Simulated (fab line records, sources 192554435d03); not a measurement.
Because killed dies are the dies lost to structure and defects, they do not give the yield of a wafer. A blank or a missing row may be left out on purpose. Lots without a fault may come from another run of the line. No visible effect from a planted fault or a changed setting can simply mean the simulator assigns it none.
fab line records ; flow n5Finfet
record lots=7; wafers=21
route steps=1938 shown BEOL_M11@1565 BEOL_M13@1680 BEOL_M14@1738 BEOL_M15@1794 MIM_TOP_LITHO@1843
startH: hours from the record's opening day to when the first of the lot's shown wafers began ; waitH: hours from the lot's prior step to this one ; " identical to the entry in the row above ; L1.1+2: a single row standing in for several wafers ; - either no value or no given start ; * or withheld: withheld ; < > ~ a bound
route shown NAME@n: names a module that has steps shown in the file, with the first one's number in the route ; usual: the fault-free wafers' mean and standard deviation ; same: alike in all rows ; chamber/n: place in a boat ; sites: each site's reading ; _std_site: the standard deviation of these ; _edge_site: inner sites' mean taken away from outer sites' mean ; radiusMm: for every site, how far away it sits from the centre of the wafer ; mask NAME#n: copy n ; behind: tool/chamber where the wafer was last shaped ; hold: reason for holding the lot/hours on hold/outcome of the hold ; device: whichever transistor did not switch (one of n, p or np) ; end of line: the route-end tests of the same wafers ; step lacking rows: just its recipe ; killed: at the first sort, the dies lost to defects and structure; wafer yield is something else ; map: a wafer's dies, x killed, . not, _ none there
set.NAME: the setting that was run; set.NAME@STEP: the one run at that earlier step ; model.NAME: the simulator's own value behind a step, which no gauge read
one table per step and one row per wafer, for lots whose settings were changed on purpose
## steps
# step N5_BEOL_M11_EXPOSE_25
# recipe maskId=V10; na=1.35; sourceShape=annular; sigmaInner=0.5; sigmaOuter=0.8; polarization=unpolarized; doseMj=85.5
lot.wafer;tool;chamber;startH;waitH;mask;set.doseMj
L076.1+4;arfiScanner-01;0;241.64;-;V10#0;83.61
L076.6;arfiScanner-01;0;241.64;-;V10#0;85.5
L081.1+2+3;arfiScanner-03;0;259.65;-;V10#0;85.5
L083.1+4+5;arfiScanner-01;0;261.70;-;V10#0;85.5
L088.1+2+3;arfiScanner-01;0;309.06;-;V10#0;85.5
L089.3+4+6;arfiScanner-02;0;309.24;-;V10#0;85.5
L096.1+4+6;arfiScanner-03;0;355.15;-;V10#0;85.5
L097.3+4;arfiScanner-01;0;364.79;-;V10#0;85.5
L097.6;arfiScanner-01;0;364.79;-;V10#0;91.9
# step N5_BEOL_M11_PEB_26
# recipe pebTempC=withheld; pebTimeS=60; resist=CAR-ArF
# step N5_BEOL_M11_DEVELOP_27
# recipe developTimeS=30; developer=TMAH; resist=CAR-ArF; rinseLiquid=diw; dry=airSpin; devTempC=23
# step N5_BEOL_M11_CD_MEAS_28
# recipe targetCdNm=70; landingEnergyEv=500; detector=seInlens; polarity=opening
# usual cdNm=70.7/1
lot.wafer;tool;chamber;startH;waitH;set.doseMj@BEOL_M11_EXPOSE_25;cdNm
L076.1;cdSem-02;0;241.78;-;83.61;67.1
L076.4;cdSem-02;0;241.78;-;83.61;67.5
L076.6;cdSem-02;0;241.78;-;85.5;69.8
L081.1;cdSem-02;0;259.78;-;85.5;70.3
L081.2;cdSem-02;0;259.78;-;85.5;70.7
L081.3;cdSem-02;0;259.78;-;85.5;70.2
L083.1;cdSem-01;0;261.83;-;85.5;71.4
L083.4;cdSem-01;0;261.83;-;85.5;70.2
L083.5;cdSem-01;0;261.83;-;85.5;71.5
L088.1;cdSem-02;0;309.19;-;85.5;71.1
L088.2;cdSem-02;0;309.19;-;85.5;71.5
L088.3;cdSem-02;0;309.19;-;85.5;71.5
L089.3;cdSem-01;0;309.36;-;85.5;70.9
L089.4;cdSem-01;0;309.36;-;85.5;69.0
L089.6;cdSem-01;0;309.36;-;85.5;71.9
L096.1;cdSem-03;0;355.28;-;85.5;70.9
L096.4;cdSem-03;0;355.28;-;85.5;71.3
L096.6;cdSem-03;0;355.28;-;85.5;70.7
L097.3;cdSem-01;0;364.91;-;85.5;69.9
L097.4;cdSem-01;0;364.91;-;85.5;68.1
L097.6;cdSem-01;0;364.91;-;91.9;76.8
# step N5_BEOL_M11_DESCUM_33
# recipe chemistry=O2; timeS=7.9; sourcePowerW=50; biasPowerW=20; pressureMtorr=20; rfFrequencyHz=2.712e+07; tempC=40; resist=CAR-ArF; o2FlowSccm=225
# step N5_BEOL_M11_ETCH_65
# recipe chemistry=CF4; target=SiARC; targetDepthA=390; maskMaterial=CAR-ArF; timeS=65; ionEnergyEv=80; pressureMtorr=40; sourceW=545; biasW=36; Ar_flow_sccm=100; cf4FlowSccm=100; ends=cleared
# step N5_BEOL_M11_ETCH_66
# recipe chemistry=N2/H2; target=SOC; targetDepthA=1200; overetchA=240; maskMaterial=SiARC; tempC=40; timeS=180; ionEnergyEv=200; pressureMtorr=30; sourceW=840; biasW=150; n2FlowSccm=200; h2FlowSccm=200
lot.wafer;tool;chamber;startH;waitH;set.spinRpm@BEOL_M11_COAT_63;model.etch.depthNm
L076.1;rieDiel-03;3;241.95;0.0;1500;100.2
L076.4+6;rieDiel-03;2;241.95;0.0;1500;100.3
L081.1+3;rieDiel-05;2,3;260.25;0.0;1500;100.4
L081.2;rieDiel-05;1;260.25;0.0;1403;103.7
L083.1+4;rieDiel-04;3;262.00;0.0;1500;100.4
L083.5;rieDiel-04;2;262.00;0.0;1500;100.6
L088.1;rieDiel-04;0;309.36;0.0;1500;100.6
L088.2;rieDiel-04;3;309.36;0.0;1500;100
L088.3;rieDiel-04;1;309.36;0.0;1629;96.36
L089.3;rieDiel-03;1;309.90;0.0;1373;104.8
L089.4;rieDiel-03;0;309.90;0.0;1500;100.2
L089.6;rieDiel-03;1;309.90;0.0;1500;100.1
L096.1;rieDiel-03;0;355.74;0.0;1500;100.2
L096.4;rieDiel-03;2;355.74;0.0;1500;99.89
L096.6;rieDiel-03;1;355.74;0.0;1500;99.83
L097.3;rieDiel-03;3;365.08;0.0;1647;95.31
L097.4;rieDiel-03;2;365.08;0.0;1500;99.71
L097.6;rieDiel-03;3;365.08;0.0;1500;100
# step N5_BEOL_M11_STRIP_69
# recipe chemistry=N2/H2; tempC=40; n2FlowSccm=200; h2FlowSccm=200; rfFrequencyHz=6e+07
# step N5_BEOL_M11_VIA_ETCH_34
# recipe chemistry=C4F6/O2; target=SiCOH_lowk; targetDepthA=1845; maskMaterial=SOC; taperDeg=4; timeS=69.2; ionEnergyEv=250; pressureMtorr=30; sourceW=345; biasW=185; Ar_flow_sccm=300; C4F6_flow_sccm=10; O2_flow_sccm=10
lot.wafer;tool;chamber;startH;waitH;set.spinRpm@BEOL_M11_COAT_63;model.SOC_of_BEOL_M11_COAT_63.thkNm
L076.1;rieDiel-03;3;242.07;0.0;1500;91.8
L076.4+6;rieDiel-03;2;242.07;0.0;1500;92.2
L081.1;rieDiel-05;2;260.37;0.0;1500;92
L081.2;rieDiel-05;1;260.37;0.0;1403;95.4
L081.3;rieDiel-05;3;260.37;0.0;1500;92.4
L083.1+4;rieDiel-04;3;262.13;0.0;1500;92.4
L083.5;rieDiel-04;2;262.13;0.0;1500;92.8
L088.1;rieDiel-04;0;309.49;0.0;1500;92.6
L088.2;rieDiel-04;3;309.49;0.0;1500;92
L088.3;rieDiel-04;1;309.49;0.0;1629;88.2
L089.3;rieDiel-03;1;310.03;0.0;1373;96.8
L089.4+6;rieDiel-03;0,1;310.03;0.0;1500;92
L096.1;rieDiel-03;0;355.86;0.0;1500;92.2
L096.4+6;rieDiel-03;2,1;355.86;0.0;1500;91.8
L097.3;rieDiel-03;3;365.21;0.0;1647;87
L097.4;rieDiel-03;2;365.21;0.0;1500;91.6
L097.6;rieDiel-03;3;365.21;0.0;1500;91.8
# step N5_BEOL_M11_DEP_56
# recipe material=SiCN; targetThkA=300; tempC=withheld; precursor=3MS/NH3; pressureTorr=3; rfW=675; timeS=10.5
lot.wafer;tool;chamber;startH;waitH;set.timeS;model.SiCN_of_BEOL_M11_DEP_56.thkNm
L076.1;pecvd-01;2;246.10;0.0;10.5;29.2
L076.4+6;pecvd-01;2,0;246.10;0.0;10.5;29.8
L081.1;pecvd-01;0;264.43;0.0;11.83;33.4
L081.2;pecvd-01;1;264.43;0.0;11.83;33.6
L081.3;pecvd-01;2;264.43;0.0;10.5;29.8
L083.1;pecvd-02;0;264.87;0.0;10.5;29.8
L083.4;pecvd-02;2;264.87;0.0;8.938;26.2
L083.5;pecvd-02;0;264.87;0.0;10.5;30.2
L088.1;pecvd-01;1;312.22;0.0;9.274;26
L088.2;pecvd-01;0;312.22;0.0;10.5;29.2
L088.3;pecvd-01;2;312.22;0.0;9.274;25.8
L089.3+6;pecvd-01;1,0;313.62;0.0;10.5;29.6
L089.4;pecvd-01;2;313.62;0.0;10.5;30.4
L096.1;pecvd-02;0;359.93;0.0;10.5;29.4
L096.4;pecvd-02;2;359.93;0.0;10.5;30.6
L096.6;pecvd-02;0;359.93;0.0;10.5;30.2
L097.3;pecvd-04;2;367.95;0.0;10.5;29.6
L097.4;pecvd-04;0;367.95;0.0;9.537;27.8
L097.6;pecvd-04;2;367.95;0.0;10.5;29.8
# step N5_BEOL_M13_COAT_65
# recipe resist=SOC; tempC=250; timeS=60; spinRpm=1500; resistThkNm=350
lot.wafer;tool;chamber;startH;waitH;set.spinRpm;model.SOC_of_BEOL_M13_COAT_65.thkNm
L076.1;lithoTrack-01;0;251.19;0.0;1500;349.4
L076.4;lithoTrack-01;0;251.19;0.0;1500;348.6
L076.6;lithoTrack-01;0;251.19;0.0;1500;348
L081.1;lithoTrack-05;0;270.87;0.0;1441;357.6
L081.2;lithoTrack-05;0;270.87;0.0;1500;350.2
L081.3;lithoTrack-05;0;270.87;0.0;1500;350.6
L083.1;lithoTrack-01;0;271.68;0.0;1500;347.4
L083.4;lithoTrack-01;0;271.68;0.0;1434;356.8
L083.5;lithoTrack-01;0;271.68;0.0;1434;356.4
L088.1;lithoTrack-03;0;317.36;0.0;1440;358.8
L088.2+3;lithoTrack-03;0;317.36;0.0;1500;352
L089.3;lithoTrack-03;0;319.63;0.0;1500;350.4
L089.4;lithoTrack-03;0;319.63;0.0;1500;349.6
L089.6;lithoTrack-03;0;319.63;0.0;1388;364
L096.1+4;lithoTrack-05;0;367.50;0.0;1500;350.6
L096.6;lithoTrack-05;0;367.50;0.0;1500;351.6
L097.3;lithoTrack-01;0;373.92;0.0;1500;350.2
L097.4;lithoTrack-01;0;373.92;0.0;1500;350
L097.6;lithoTrack-01;0;373.92;0.0;1593;339.2
# step N5_BEOL_M14_COAT_66
# recipe resist=SiARC; tempC=220; timeS=60; spinRpm=1500; resistThkNm=110
lot.wafer;tool;chamber;startH;waitH;set.spinRpm;model.SiARC_of_BEOL_M14_COAT_66.thkNm
L076.1;lithoTrack-04;0;-;-;1590;107.6
L076.4;lithoTrack-04;0;-;-;1500;110.6
L076.6;lithoTrack-04;0;-;-;1500;110.8
L081.1;lithoTrack-04;0;-;-;1500;110.6
L081.2;lithoTrack-04;0;-;-;1377;115
L081.3;lithoTrack-04;0;-;-;1377;115.2
L083.1;lithoTrack-05;0;-;-;1500;110.2
L083.4+5;lithoTrack-05;0;-;-;1625;105.8
L088.1+3;lithoTrack-02;0;-;-;1372;114.2
L088.2;lithoTrack-02;0;-;-;1500;109.4
L089.3+4;lithoTrack-05;0;-;-;1393;114.2
L089.6;lithoTrack-05;0;-;-;1500;110
L096.1;lithoTrack-02;0;-;-;1500;110
L096.4+6;lithoTrack-02;0;-;-;1500;109.8
L097.3;lithoTrack-04;0;-;-;1500;110
L097.4;lithoTrack-04;0;-;-;1432;112.6
L097.6;lithoTrack-04;0;-;-;1500;110.4
# step N5_BEOL_M14_DESCUM_33
# recipe chemistry=O2; timeS=7.9; sourcePowerW=50; biasPowerW=20; pressureMtorr=20; rfFrequencyHz=2.712e+07; tempC=40; o2FlowSccm=225
lot.wafer;tool;chamber;startH;waitH;set.timeS
L076.1+4+6;rieDiel-02;3,2,0;258.49;0.0;7.9
L081.1+2+3;rieDiel-06;1,3,0;275.98;0.1;7.9
L083.1+4+5;rieDiel-01;0,3,0;278.34;0.0;7.9
L088.1+2+3;rieDiel-01;3,2,1;322.85;0.0;6.145
L089.3+4+6;rieDiel-06;3,3,1;330.39;0.0;7.9
L096.1+4+6;rieDiel-02;3,1,1;380.27;0.0;7.9
L097.3+4;rieDiel-02;2,3;381.36;0.5;6.756
L097.6;rieDiel-02;2;381.36;0.5;7.9
# step N5_BEOL_M14_ETCH_67
# recipe chemistry=CF4; target=SiARC; targetDepthA=1430; timeS=238.3; ionEnergyEv=80; pressureMtorr=40; sourceW=545; biasW=36; Ar_flow_sccm=100; cf4FlowSccm=100; ends=cleared
# usual etchRfOnTimeS=235/5.1
lot.wafer;tool;chamber;startH;waitH;set.spinRpm@BEOL_M14_COAT_66;etchRfOnTimeS;model.etch.depthNm;model.coat_of_BEOL_M14_COAT_22.thkNm
L076.1;rieDiel-02;3;258.53;0.0;1590;230;107.5;213.8
L076.4;rieDiel-02;2;258.53;0.0;1500;236;110.6;212
L076.6;rieDiel-02;0;258.53;0.0;1500;233;110.7;211.6
L081.1;rieDiel-06;1;276.02;0.0;1500;227;110.6;211
L081.2;rieDiel-06;3;276.02;0.0;1377;237;115;208.4
L081.3;rieDiel-06;0;276.02;0.0;1377;240;115.2;207.8
L083.1;rieDiel-01;0;278.38;0.0;1500;241;110.2;212
L083.4;rieDiel-01;3;278.38;0.0;1625;228;105.7;215.2
L083.5;rieDiel-01;0;278.38;0.0;1625;232;105.7;214
L088.1;rieDiel-01;3;322.88;0.0;1372;249;114.2;210
L088.2;rieDiel-01;2;322.88;0.0;1500;240;109.5;211.6
L088.3;rieDiel-01;1;322.88;0.0;1372;249;114.2;209.4
L089.3;rieDiel-06;3;330.42;0.0;1393;237;114.2;210.6
L089.4;rieDiel-06;3;330.42;0.0;1393;236;114.1;211.2
L089.6;rieDiel-06;1;330.42;0.0;1500;232;110.1;213
L096.1;rieDiel-02;3;380.31;0.0;1500;235;109.9;211.2
L096.4;rieDiel-02;1;380.31;0.0;1500;238;109.7;211
L096.6;rieDiel-02;1;380.31;0.0;1500;241;109.8;211.4
L097.3;rieDiel-02;2;381.40;0.0;1500;233;110;212
L097.4;rieDiel-02;3;381.40;0.0;1432;241;112.6;210.4
L097.6;rieDiel-02;2;381.40;0.0;1500;235;110.4;210
# step N5_BEOL_M14_ETCH_68
# recipe chemistry=N2/H2; target=SOC; maskMaterial=SiARC; sourceW=3000; biasW=350; tempC=40; timeS=450; ionEnergyEv=200; pressureMtorr=30; n2FlowSccm=200; h2FlowSccm=200
lot.wafer;tool;chamber;startH;waitH;set.spinRpm@BEOL_M14_COAT_66;model.SiARC_of_BEOL_M14_COAT_66.thkNm
L076.1;rieDiel-02;3;258.67;0.1;1590;61.4
L076.4;rieDiel-02;2;258.67;0.1;1500;65.2
L076.6;rieDiel-02;0;258.67;0.1;1500;64.6
L081.1;rieDiel-06;1;276.16;0.1;1500;64.8
L081.2;rieDiel-06;3;276.16;0.1;1377;69.2
L081.3;rieDiel-06;0;276.16;0.1;1377;69.8
L083.1;rieDiel-01;0;278.52;0.1;1500;65.4
L083.4;rieDiel-01;3;278.52;0.1;1625;61.4
L083.5;rieDiel-01;0;278.52;0.1;1625;61.2
L088.1;rieDiel-01;3;323.03;0.1;1372;69.2
L088.2;rieDiel-01;2;323.03;0.1;1500;65
L088.3;rieDiel-01;1;323.03;0.1;1372;70
L089.3;rieDiel-06;3;330.57;0.1;1393;68.2
L089.4;rieDiel-06;3;330.57;0.1;1393;68.6
L089.6;rieDiel-06;1;330.57;0.1;1500;64.4
L096.1;rieDiel-02;3;380.46;0.1;1500;64.8
L096.4;rieDiel-02;1;380.46;0.1;1500;65.2
L096.6;rieDiel-02;1;380.46;0.1;1500;65.6
L097.3;rieDiel-02;2;381.54;0.1;1500;64.2
L097.4;rieDiel-02;3;381.54;0.1;1432;66.2
L097.6;rieDiel-02;2;381.54;0.1;1500;64.6
# step N5_BEOL_M15_COAT_56
# recipe resist=SOC; tempC=250; timeS=60; spinRpm=1500; resistThkNm=550
lot.wafer;tool;chamber;startH;waitH;set.spinRpm;model.SOC_of_BEOL_M15_COAT_56.thkNm
L076.1;lithoTrack-03;0;265.59;0.0;1500;548.8
L076.4;lithoTrack-03;0;265.59;0.0;1586;534.4
L076.6;lithoTrack-03;0;265.59;0.0;1500;548.4
L081.1;lithoTrack-04;0;280.67;0.0;1500;551.6
L081.2;lithoTrack-04;0;280.67;0.0;1581;537
L081.3;lithoTrack-04;0;280.67;0.0;1581;538.4
L083.1+5;lithoTrack-04;0;283.92;0.0;1500;551.2
L083.4;lithoTrack-04;0;283.92;0.0;1636;528
L088.1;lithoTrack-01;0;329.65;0.0;1500;550.2
L088.2;lithoTrack-01;0;329.65;0.0;1500;549.8
L088.3;lithoTrack-01;0;329.65;0.0;1500;550.8
L089.3;lithoTrack-01;0;335.57;0.0;1500;549
L089.4;lithoTrack-01;0;335.57;0.0;1500;548.8
L089.6;lithoTrack-01;0;335.57;0.0;1500;549.6
L096.1;lithoTrack-01;0;384.15;0.0;1500;551.4
L096.4;lithoTrack-01;0;384.15;0.0;1500;550.6
L096.6;lithoTrack-01;0;384.15;0.0;1500;551
L097.3+6;lithoTrack-04;0;386.95;0.0;1500;551.4
L097.4;lithoTrack-04;0;386.95;0.0;1500;550.6
# step N5_BEOL_M15_EXPOSE_25
# recipe maskId=M15; na=0.8; sourceShape=annular; sigmaInner=0.5; sigmaOuter=0.8; polarization=unpolarized; targetCdNm=400; doseMj=35.5
lot.wafer;tool;chamber;startH;waitH;mask;set.doseMj
L076.1+4+6;krfScanner-01;0;266.47;-;M15#0;35.5
L081.1+3;krfScanner-02;0;281.67;-;M15#0;36.67
L081.2;krfScanner-02;0;281.67;-;M15#0;35.5
L083.1+4+5;krfScanner-02;0;284.58;-;M15#0;35.5
L088.1+2;krfScanner-02;0;330.44;-;M15#0;35.5
L088.3;krfScanner-02;0;330.44;-;M15#0;38.14
L089.3;krfScanner-02;0;336.24;-;M15#0;34.32
L089.4+6;krfScanner-02;0;336.24;-;M15#0;35.5
L096.1+4+6;krfScanner-01;0;384.94;-;M15#0;35.5
L097.3;krfScanner-01;0;387.64;-;M15#0;33.42
L097.4+6;krfScanner-01;0;387.64;-;M15#0;35.5
# step N5_BEOL_M15_PEB_26
# recipe pebTempC=130; pebTimeS=90
# step N5_BEOL_M15_DEVELOP_27
# recipe developTimeS=45; rinseLiquid=diw; dry=airSpin; devTempC=21
# step N5_BEOL_M15_HARDBAKE_32
# recipe tempC=130; timeS=120
# step N5_BEOL_M15_CD_MEAS_28
# recipe targetCdNm=407.6; landingEnergyEv=500; detector=seInlens
# usual cdNm=406.3/1.5
lot.wafer;tool;chamber;startH;waitH;set.doseMj@BEOL_M15_EXPOSE_25;cdNm
L076.1;cdSem-01;0;266.65;-;35.5;409.2
L076.4;cdSem-01;0;266.65;-;35.5;406.7
L076.6;cdSem-01;0;266.65;-;35.5;408.8
L081.1;cdSem-01;0;281.84;-;36.67;411.6
L081.2;cdSem-01;0;281.84;-;35.5;406.4
L081.3;cdSem-01;0;281.84;-;36.67;413.9
L083.1;cdSem-02;0;284.76;-;35.5;405.5
L083.4;cdSem-02;0;284.76;-;35.5;403.7
L083.5;cdSem-02;0;284.76;-;35.5;403.4
L088.1;cdSem-03;0;330.61;-;35.5;406.5
L088.2;cdSem-03;0;330.61;-;35.5;405.1
L088.3;cdSem-03;0;330.61;-;38.14;416.4
L089.3;cdSem-03;0;336.40;-;34.32;401.7
L089.4;cdSem-03;0;336.40;-;35.5;406.3
L089.6;cdSem-03;0;336.40;-;35.5;408.0
L096.1;cdSem-03;0;385.11;-;35.5;406.9
L096.4;cdSem-03;0;385.11;-;35.5;406.3
L096.6;cdSem-03;0;385.11;-;35.5;406.4
L097.3;cdSem-02;0;387.81;-;33.42;398.3
L097.4;cdSem-02;0;387.81;-;35.5;408.1
L097.6;cdSem-02;0;387.81;-;35.5;407.0
# step N5_BEOL_M15_DESCUM_33
# recipe chemistry=O2; timeS=7.9; sourcePowerW=50; biasPowerW=20; pressureMtorr=20; rfFrequencyHz=2.712e+07; tempC=40; o2FlowSccm=225
lot.wafer;tool;chamber;startH;waitH;set.doseMj@BEOL_M15_EXPOSE_25;model.BEOL_M15.cdNm
L076.1;rieDiel-03;0;266.73;0.0;35.5;409.4
L076.4;rieDiel-03;1;266.73;0.0;35.5;406.6
L076.6;rieDiel-03;1;266.73;0.0;35.5;408.6
L081.1;rieDiel-04;2;282.45;0.6;36.67;412
L081.2;rieDiel-04;0;282.45;0.6;35.5;406.6
L081.3;rieDiel-04;3;282.45;0.6;36.67;413.8
L083.1;rieDiel-05;1;284.85;0.0;35.5;405.4
L083.4;rieDiel-05;0;284.85;0.0;35.5;403.8
L083.5;rieDiel-05;2;284.85;0.0;35.5;403.6
L088.1;rieDiel-03;2;330.70;0.0;35.5;406.2
L088.2;rieDiel-03;1;330.70;0.0;35.5;405.4
L088.3;rieDiel-03;3;330.70;0.0;38.14;416.2
L089.3;rieDiel-04;1;336.50;0.0;34.32;401.6
L089.4;rieDiel-04;3;336.50;0.0;35.5;406.6
L089.6;rieDiel-04;2;336.50;0.0;35.5;408
L096.1;rieDiel-03;2;385.20;0.0;35.5;407.2
L096.4;rieDiel-03;0;385.20;0.0;35.5;406.6
L096.6;rieDiel-03;2;385.20;0.0;35.5;407
L097.3;rieDiel-03;2;387.91;0.0;33.42;398.2
L097.4;rieDiel-03;0;387.91;0.0;35.5;408
L097.6;rieDiel-03;1;387.91;0.0;35.5;407
# step N5_BEOL_M15_ETCH_61
# recipe chemistry=N2/H2; target=BARC; targetDepthA=890; overetchA=267; timeS=67.9; ionEnergyEv=200; pressureMtorr=30; sourceW=840; biasW=150; n2FlowSccm=200; h2FlowSccm=200
# step N5_BEOL_M15_TRENCH_ETCH_34
# recipe chemistry=C4F8/O2/Ar; target=SiO2; targetDepthA=8729.3; heInnerTorr=15; heOuterTorr=30; timeS=199; ionEnergyEv=800; pressureMtorr=20; sourceW=1905; biasW=2040; Ar_flow_sccm=400; C4F8_flow_sccm=16; O2_flow_sccm=12
lot.wafer;tool;chamber;startH;waitH;set.doseMj@BEOL_M15_EXPOSE_25;model.BEOL_M15.cdNm
L076.1;rieDiel-03;0;266.82;0.0;35.5;402
L076.4;rieDiel-03;1;266.82;0.0;35.5;400
L076.6;rieDiel-03;1;266.82;0.0;35.5;402.2
L081.1;rieDiel-04;2;282.53;0.0;36.67;404.8
L081.2;rieDiel-04;0;282.53;0.0;35.5;398.4
L081.3;rieDiel-04;3;282.53;0.0;36.67;407.2
L083.1;rieDiel-05;1;284.93;0.0;35.5;396.2
L083.4;rieDiel-05;0;284.93;0.0;35.5;397.4
L083.5;rieDiel-05;2;284.93;0.0;35.5;398
L088.1;rieDiel-03;2;330.78;0.0;35.5;399.8
L088.2;rieDiel-03;1;330.78;0.0;35.5;397.4
L088.3;rieDiel-03;3;330.78;0.0;38.14;409
L089.3;rieDiel-04;1;336.59;0.0;34.32;394
L089.4;rieDiel-04;3;336.59;0.0;35.5;398.6
L089.6;rieDiel-04;2;336.59;0.0;35.5;400
L096.1;rieDiel-03;2;385.29;0.0;35.5;399.4
L096.4;rieDiel-03;0;385.29;0.0;35.5;398.2
L096.6;rieDiel-03;2;385.29;0.0;35.5;398.8
L097.3;rieDiel-03;2;387.99;0.0;33.42;391.8
L097.4+6;rieDiel-03;0,1;387.99;0.0;35.5;399
# step N5_MIM_TOP_LITHO_EXPOSE_05
# recipe maskId=MIM_TOP; na=0.55; sourceShape=conventional; sigmaOuter=0.8; polarization=unpolarized; targetCdNm=2000; doseMj=20.5
lot.wafer;tool;chamber;startH;waitH;mask;set.doseMj
L076.1+4+6;krfScanner-01;0;275.36;-;MIM_TOP#0;20.5
L081.1+2;krfScanner-02;0;290.53;-;MIM_TOP#0;20.5
L081.3;krfScanner-02;0;290.53;-;MIM_TOP#0;21.53
L083.1+4;krfScanner-02;0;291.26;-;MIM_TOP#0;20.5
L083.5;krfScanner-02;0;291.26;-;MIM_TOP#0;21.53
L088.1+2;krfScanner-02;0;336.66;-;MIM_TOP#0;20.5
L088.3;krfScanner-02;0;336.66;-;MIM_TOP#0;19.47
L089.3;krfScanner-02;0;343.46;-;MIM_TOP#0;21.81
L089.4+6;krfScanner-02;0;343.46;-;MIM_TOP#0;20.5
L096.1+4+6;krfScanner-01;0;392.99;-;MIM_TOP#0;20.5
L097.3+6;krfScanner-02;0;399.31;-;MIM_TOP#0;20.5
L097.4;krfScanner-02;0;399.31;-;MIM_TOP#0;21.02
# step N5_MIM_TOP_LITHO_PEB_06
# recipe pebTempC=withheld; pebTimeS=*
# step N5_MIM_TOP_LITHO_DEVELOP_07
# recipe developTimeS=60; rinseLiquid=diw; dry=airSpin; devTempC=21
# step N5_MIM_TOP_LITHO_HARDBAKE_09
# recipe tempC=130; timeS=120
# step N5_MIM_TOP_LITHO_CD_MEAS_08
# recipe targetCdNm=2000; landingEnergyEv=500; detector=seInlens
# usual cdNm=1999.4/2.4
lot.wafer;tool;chamber;startH;waitH;set.doseMj@MIM_TOP_LITHO_EXPOSE_05;cdNm
L076.1;cdSem-01;0;275.53;-;20.5;2001.5
L076.4;cdSem-01;0;275.53;-;20.5;2003.4
L076.6;cdSem-01;0;275.53;-;20.5;2001.9
L081.1;cdSem-01;0;290.71;-;20.5;2003.0
L081.2;cdSem-01;0;290.71;-;20.5;2000.4
L081.3;cdSem-01;0;290.71;-;21.53;1994.0
L083.1;cdSem-01;0;291.44;-;20.5;1997.3
L083.4;cdSem-01;0;291.44;-;20.5;1999.7
L083.5;cdSem-01;0;291.44;-;21.53;1989.1
L088.1;cdSem-03;0;336.84;-;20.5;1997.1
L088.2;cdSem-03;0;336.84;-;20.5;1996.1
L088.3;cdSem-03;0;336.84;-;19.47;2005.9
L089.3;cdSem-02;0;343.62;-;21.81;1983.8
L089.4;cdSem-02;0;343.62;-;20.5;1999.1
L089.6;cdSem-02;0;343.62;-;20.5;1996.6
L096.1;cdSem-02;0;393.16;-;20.5;1996.9
L096.4;cdSem-02;0;393.16;-;20.5;1999.4
L096.6;cdSem-02;0;393.16;-;20.5;1997.8
L097.3;cdSem-03;0;399.48;-;20.5;1995.1
L097.4;cdSem-03;0;399.48;-;21.02;1994.7
L097.6;cdSem-03;0;399.48;-;20.5;1995.9
## key
split step=N5_BEOL_M11_EXPOSE_25; setting=doseMj; stated=85.5; by=wafer
response step=N5_BEOL_M11_CD_MEAS_28; reading=cdNm; change=+1.05; per=1%; r=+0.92
split step=N5_BEOL_M11_DEP_56; setting=timeS; stated=10.5; by=wafer
response step=N5_BEOL_M11_DEP_56; reading=model.SiCN_of_BEOL_M11_DEP_56.thkNm; change=+0.265; per=1%; r=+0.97
split step=N5_BEOL_M13_COAT_65; setting=spinRpm; stated=1500; by=wafer
response step=N5_BEOL_M13_COAT_65; reading=model.SOC_of_BEOL_M13_COAT_65.thkNm; change=-1.85; per=1%; r=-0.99
split step=N5_BEOL_M14_COAT_66; setting=spinRpm; stated=1500; by=wafer
response step=N5_BEOL_M14_COAT_66; reading=model.SiARC_of_BEOL_M14_COAT_66.thkNm; change=-0.549; per=1%; r=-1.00
response step=N5_BEOL_M14_ETCH_67; reading=etchRfOnTimeS; change=*; per=1%; r=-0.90
response step=N5_BEOL_M14_ETCH_67; reading=model.etch.depthNm; change=-0.546; per=1%; r=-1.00
response step=N5_BEOL_M14_ETCH_67; reading=model.coat_of_BEOL_M14_COAT_22.thkNm; change=+0.288; per=1%; r=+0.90
response step=N5_BEOL_M14_ETCH_68; reading=model.SiARC_of_BEOL_M14_COAT_66.thkNm; change=-0.535; per=1%; r=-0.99
split step=N5_BEOL_M14_DESCUM_33; setting=timeS; stated=7.9; by=wafer
response none clear
split step=N5_BEOL_M15_COAT_56; setting=spinRpm; stated=1500; by=wafer
response step=N5_BEOL_M15_COAT_56; reading=model.SOC_of_BEOL_M15_COAT_56.thkNm; change=-2.54; per=1%; r=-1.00
split step=N5_BEOL_M15_EXPOSE_25; setting=doseMj; stated=35.5; by=wafer
response step=N5_BEOL_M15_CD_MEAS_28; reading=cdNm; change=+1.54; per=1%; r=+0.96
response step=N5_BEOL_M15_DESCUM_33; reading=model.BEOL_M15.cdNm; change=+1.54; per=1%; r=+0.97
response step=N5_BEOL_M15_TRENCH_ETCH_34; reading=model.BEOL_M15.cdNm; change=+1.45; per=1%; r=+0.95
split step=N5_MIM_TOP_LITHO_EXPOSE_05; setting=doseMj; stated=20.5; by=wafer
response step=N5_MIM_TOP_LITHO_CD_MEAS_08; reading=cdNm; change=-1.83; per=1%; r=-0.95
split outsideThisFile step=N5_BEOL_M11_COAT_63 setting=spinRpm
# split outsideThisFile: this setting was split too, and the file shows its column; the key of that split is in another file
